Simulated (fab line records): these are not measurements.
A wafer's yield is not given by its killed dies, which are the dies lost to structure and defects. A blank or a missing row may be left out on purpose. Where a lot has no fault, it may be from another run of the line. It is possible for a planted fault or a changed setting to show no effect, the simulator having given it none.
Comparing a struck lot with a sound one | flow nand_harc | 15 out of 1159 route steps
Sound: wafers L407.2, L407.5, L407.6. Struck: wafer L421.5 (left out: L421.1, L421.6 of the same lot, which were not struck); the cause appears at the end.
Per side, at each step with rows, come the tool, then ch with its chambers, and then its first start. Under that, the readings that differ: sound wafers | struck wafers | difference of the means | sigmas: that difference in standard deviations of wafers without a fault.
alike: words and numbers the same on both sides, and readings whose means are apart by under 2 such deviations; not compared: readings that were withheld, readings missing a value for some wafer, numbers with overlapping values and no deviation given by the record, and bounds like >300 which may hide the same value.
Wherever a step has rows on one side only, a row that says differs or no value, or a row with sigmas, the two part there. Non-overlapping numbers with no deviation appear without sigmas and do not part them. A reading that every wafer of one side lacks parts them only if that side has two wafers or more.

first, 5 steps without rows for these wafers: NHARC_A_CONTACT_SOFTBAKE_37 (time 55 s); NHARC_A_CONTACT_EBR_38; NHARC_A_CONTACT_EXPOSE_39 (exposes mask A CC 3); NHARC_A_CONTACT_PEB_40 (peb time 65 s); NHARC_A_CONTACT_DEVELOP_41 (develop time 35 s).
NHARC_A_CONTACT_CD_MEAS_42: target cd 200 nm.
  sound on cd_sem-02 ch 0, day 16 07:50; struck on cd_sem-03 ch 0, day 19 22:01
  alike: cd_nm
NHARC_A_CONTACT_OVL_MEAS_43:
  sound: overlay-02 at day 16 07:55; struck: overlay-02 at day 19 22:07
  alike: overlay_x_nm, overlay_y_nm
NHARC_A_CONTACT_INSPECT_44:
  sound: defect_inspect-02 at day 16 07:58; struck: defect_inspect-01 at day 19 22:09
  alike: raw_defect_count
NHARC_A_CONTACT_DESCUM_47: chemistry O2, time 3 s.
  sound on rie_diel-05 ch 2,3, day 16 08:02; struck on rie_diel-11 ch 0, day 19 22:14
  reading      | sound          | struck | difference | sigmas
  rf_vpp_V (V) | 57.6 57.2 57.5 | 59.6   | +2.2       | +2
  alike: drypump_motor_current_A, oes_product_au, showerhead_plenum_p_Torr, throttle_valve_pct
  not compared: rf_hours_counter_h
NHARC_A_CONTACT_ETCH_48: etches the open film in CF4, target depth 39 nm, time 65 s.
  sound on rie_diel-05 ch 0,1,3, day 16 08:07; struck on rie_diel-11 ch 3, day 19 22:29
  reading                         | sound          | struck | difference | sigmas
  showerhead_plenum_p_Torr (Torr) | 1.86 1.86 1.84 | 1.65   | -0.20      | -3
  alike: drypump_motor_current_A, oes_product_au, rf_vpp_V, throttle_valve_pct
  not compared: rf_hours_counter_h
NHARC_A_CONTACT_ETCH_49: etches the open film in N2/H2, target depth 260 nm, time 475.3 s.
  sound: rie_diel-05 ch 0,2,3; struck: rie_diel-11 ch 1
  reading                | sound                | struck | difference | sigmas
  throttle_valve_pct (%) | 14.179 14.172 14.185 | 14.159 | -0.020     | -2
  alike: drypump_motor_current_A, h2_flow_sccm, oes_product_au, rf_vpp_V, showerhead_plenum_p_Torr
  not compared: rf_hours_counter_h
NHARC_A_CONTACT_ETCH_50: etches the open film in CF4/CHF3, target depth 84.7 nm, time 42.4 s.
  sound: rie_diel-05 ch 1,2,3; struck: rie_diel-11 ch 0
  reading               | sound             | struck | difference | sigmas
  oes_product_au (a.u.) | 0.980 0.971 0.965 | 0.920  | -0.052     | -2
  alike: drypump_motor_current_A, rf_vpp_V, showerhead_plenum_p_Torr, throttle_valve_pct
  not compared: rf_hours_counter_h
NHARC_A_CONTACT_ETCH_51: etches the open film in O2/COS, target depth 3600 nm, time 936 s.
  sound on rie_diel-05 ch 1,2,3, day 16 08:46; struck on rie_diel-11 ch 3, day 19 23:25
  reading                         | sound                | struck | difference | sigmas
  oes_product_au (a.u.)           | 0.998 1.001 1.013    | 0.864  | -0.140     | -19
  rf_vpp_V (V)                    | 316.0 315.4 316.8    | 309.6  | -6.5       | -3
  showerhead_plenum_p_Torr (Torr) | 3.28 3.22 3.28       | 2.91   | -0.35      | -3
  throttle_valve_pct (%)          | 28.322 28.346 28.348 | 28.320 | -0.019     | -2
  alike: drypump_motor_current_A
  not compared: rf_hours_counter_h
NHARC_A_CONTACT_ETCH_111: etches the open film in C4F8/O2/Ar, time 140 s, target depth 700 nm.
  sound on har_cap_etch-01 ch 0,1, day 16 09:19; struck on har_cap_etch-01 ch 0, day 20 00:01
  not compared: rf_hours_counter_h
-- jump in the record: it breaks off in module A_CONTACT and resumes in module END (first step shown: number 1159 of the route), and 4 days separate the struck wafers' starts before and after --
NHARC_END_SORT_01:
  only the struck wafers appear in the record here, on prober-01 ch 0 at day 23 15:53; the sound ones have no rows

## WHERE THEY PART
Earliest at NHARC_A_CONTACT_DESCUM_47; latest, in this record, at NHARC_END_SORT_01.

WHY: whatever the simulator had introduced
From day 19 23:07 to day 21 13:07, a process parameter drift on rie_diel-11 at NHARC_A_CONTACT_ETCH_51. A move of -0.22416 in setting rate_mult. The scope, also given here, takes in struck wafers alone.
